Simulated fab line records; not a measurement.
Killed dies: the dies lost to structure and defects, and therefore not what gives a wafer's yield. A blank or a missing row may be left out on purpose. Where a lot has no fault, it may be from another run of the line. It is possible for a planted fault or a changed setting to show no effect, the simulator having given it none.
Which tool was responsible? :: flow nand harc :: 12 lots, 36 wafers sampled, at 3 steps of a route of 1159

## WHAT EACH GAUGE READ, for each wafer
NHARC_A_CONTACT_CD_MEAS_42: target cd 200 nm.
lot: L074
measured: day 16 10:37
on: cd sem-03
cd nm (nm): 200.0 199.0 199.4

lot: L076
measured: day 17 02:26
on: cd sem-01
cd nm (nm): 199.8 199.6 199.7

lot: L079
measured: day 17 02:01
on: cd sem-03
cd nm (nm): 199.2 198.3 200.0

lot: L081
measured: day 18 09:26
on: cd sem-02
cd nm (nm): 199.6 199.9 200.6

lot: L084
measured: day 18 17:11
on: cd sem-02
cd nm (nm): 199.2 199.5 199.6

lot: L085
measured: day 19 16:25
on: cd sem-01
cd nm (nm): 199.1 199.6 199.5

lot: L088
measured: day 19 12:16
on: cd sem-02
cd nm (nm): 200.2 200.3 199.5

lot: L090
measured: day 20 01:02
on: cd sem-03
cd nm (nm): 200.2 199.5 200.7

lot: L089
measured: day 20 06:28
on: cd sem-03
cd nm (nm): 200.0 200.6 199.4

lot: L092
measured: day 21 15:25
on: cd sem-03
cd nm (nm): 200.3 200.4 200.0

lot: L094
measured: day 22 04:40
on: cd sem-02
cd nm (nm): 199.5 200.0 200.1

lot: L097
measured: day 22 06:24
on: cd sem-01
cd nm (nm): 199.6 199.7 199.7

## WHICH TOOL RAN EACH LOT (tool, then ch and the chambers of the sampled wafers, then the start)
lot: L074
NHARC_A_STAIRCASE_CMP_450: cmp-03 ch 0,2,3, day 13 18:21
NHARC_A_STAIRCASE_CMP_472: cmp-04 ch 2,3, day 13 19:50

lot: L076
NHARC_A_STAIRCASE_CMP_450: cmp-04 ch 1,2,3, day 14 07:49
NHARC_A_STAIRCASE_CMP_472: cmp-04 ch 1,2,3, day 14 09:19

lot: L079
NHARC_A_STAIRCASE_CMP_450: cmp-04 ch 0,3, day 14 17:49
NHARC_A_STAIRCASE_CMP_472: cmp-04 ch 0,3, day 14 19:16

lot: L081
NHARC_A_STAIRCASE_CMP_450: cmp-04 ch 0,1, day 15 19:19
NHARC_A_STAIRCASE_CMP_472: cmp-04 ch 2,3, day 15 20:46

lot: L084
NHARC_A_STAIRCASE_CMP_450: cmp-04 ch 0,2,3, day 16 08:17
NHARC_A_STAIRCASE_CMP_472: cmp-04 ch 0,1,3, day 16 09:44

lot: L085
NHARC_A_STAIRCASE_CMP_450: cmp-03 ch 2,3, day 17 02:26
NHARC_A_STAIRCASE_CMP_472: cmp-04 ch 1,2, day 17 04:01

lot: L088
NHARC_A_STAIRCASE_CMP_450: cmp-04 ch 2,3, day 17 04:23
NHARC_A_STAIRCASE_CMP_472: cmp-04 ch 2,3, day 17 05:53

lot: L090
NHARC_A_STAIRCASE_CMP_450: cmp-03 ch 0,1,3, day 17 15:33
NHARC_A_STAIRCASE_CMP_472: cmp-03 ch 1,2, day 17 17:08

lot: L089
NHARC_A_STAIRCASE_CMP_450: cmp-04 ch 0,2, day 17 21:46
NHARC_A_STAIRCASE_CMP_472: cmp-03 ch 0,2, day 17 23:16

lot: L092
NHARC_A_STAIRCASE_CMP_450: cmp-01 ch 0,3, day 18 16:22
NHARC_A_STAIRCASE_CMP_472: cmp-03 ch 0,3, day 18 17:57

lot: L094
NHARC_A_STAIRCASE_CMP_450: cmp-01 ch 0,2,3, day 19 09:32
NHARC_A_STAIRCASE_CMP_472: cmp-03 ch 0,2,3, day 19 11:02

lot: L097
NHARC_A_STAIRCASE_CMP_450: cmp-01 ch 0,1,3, day 19 20:08
NHARC_A_STAIRCASE_CMP_472: cmp-01 ch 0,1,2, day 19 21:44
- NHARC_A_STAIRCASE_CMP_450: polishes SiO2, target thk 200 nm.
- NHARC_A_STAIRCASE_CMP_472: polishes SiO2.

## THE ANSWER, worked out from the rows above alone
Rule: the usual values come from the lots themselves. The widest of any qualifying gaps counts: lots, ordered by their means at a reading, are off when they make up no more than a third of the lots, leave a main group of 4 or more, and stand apart from it by 3 or more times the standard deviation of that group's means. Not used: any main group whose means are identical at the precision the tables above print for the reading. Also off: a lot with no number at a reading for which 4 or more lots have one. All remaining lots with rows at the step are treated as sound.
None of the lots is off at any reading shown; this tells nothing.

## WHAT WAS PUT IN BY THE SIMULATOR
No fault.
